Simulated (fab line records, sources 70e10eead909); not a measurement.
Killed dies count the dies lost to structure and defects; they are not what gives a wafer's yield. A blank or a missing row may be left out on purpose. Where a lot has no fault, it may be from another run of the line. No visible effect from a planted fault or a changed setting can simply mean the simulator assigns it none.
Chamber matching | flow nand-harc | rie-diel-09 running NHARC_A_STAIRCASE_DESCUM_186: 4 sister chambers
The step chemistry O2, time 3 s. 8 wafers are shown with their chamber, then 9 later ones without.

## WAFERS WITH THEIR CHAMBER
wafer  | chamber | showerhead-plenum-p-Torr (Torr) | drypump-motor-current-A (A)
L085.5 | 2       | 2.05                            | 5.7
L085.6 | 3       | 2.01                            | 5.1
L087.2 | 1       | 1.93                            | 5.7
L087.3 | 0       | 1.96                            | 5.9
L087.5 | 1       | 1.93                            | 5.7
L089.1 | 3       | 2.01                            | 5.1
L089.3 | 2       | 2.05                            | 5.8
L089.6 | 0       | 1.95                            | 5.9

## WAFERS WITHOUT THEIR CHAMBER
wafer  | showerhead-plenum-p-Torr (Torr) | drypump-motor-current-A (A)
L089.2 | 1.92                            | 5.8
L089.4 | 1.95                            | 5.9
L089.5 | 2.01                            | 5.1
L093.1 | 2.04                            | 5.8
L093.5 | 2.01                            | 5.1
L093.6 | 1.95                            | 6.0
L094.1 | 1.92                            | 5.7
L094.2 | 1.95                            | 5.9
L094.4 | 2.01                            | 5.1

## WHICH CHAMBER EACH WENT THROUGH
wafer  | from the rows above | in truth
L089.2 | 1                   | 1
L089.4 | 0                   | 0
L089.5 | 3                   | 3
L093.1 | 2                   | 2
L093.5 | 3                   | 3
L093.6 | 0                   | 0
L094.1 | 1                   | 1
L094.2 | 0                   | 0
L094.4 | 3                   | 3
Placed correctly: 9 of 9. Number that these rows cannot place: 0. Number placed wrongly: 0.
How it was worked out, from the rows above alone: a wafer's distance from a chamber is the root of the sum, over the readings, of the square of ((its reading less the chamber's mean) divided by the reading's scatter). The wafer belongs to the nearest chamber; if the next one is less than 2 further off, it can't be placed. A chamber's mean is the mean of its shown wafers. How the scatter is found: for the shown wafers, subtract from each reading the mean of its chamber, square and add these, divide the total by (wafers less chambers), then take the root.
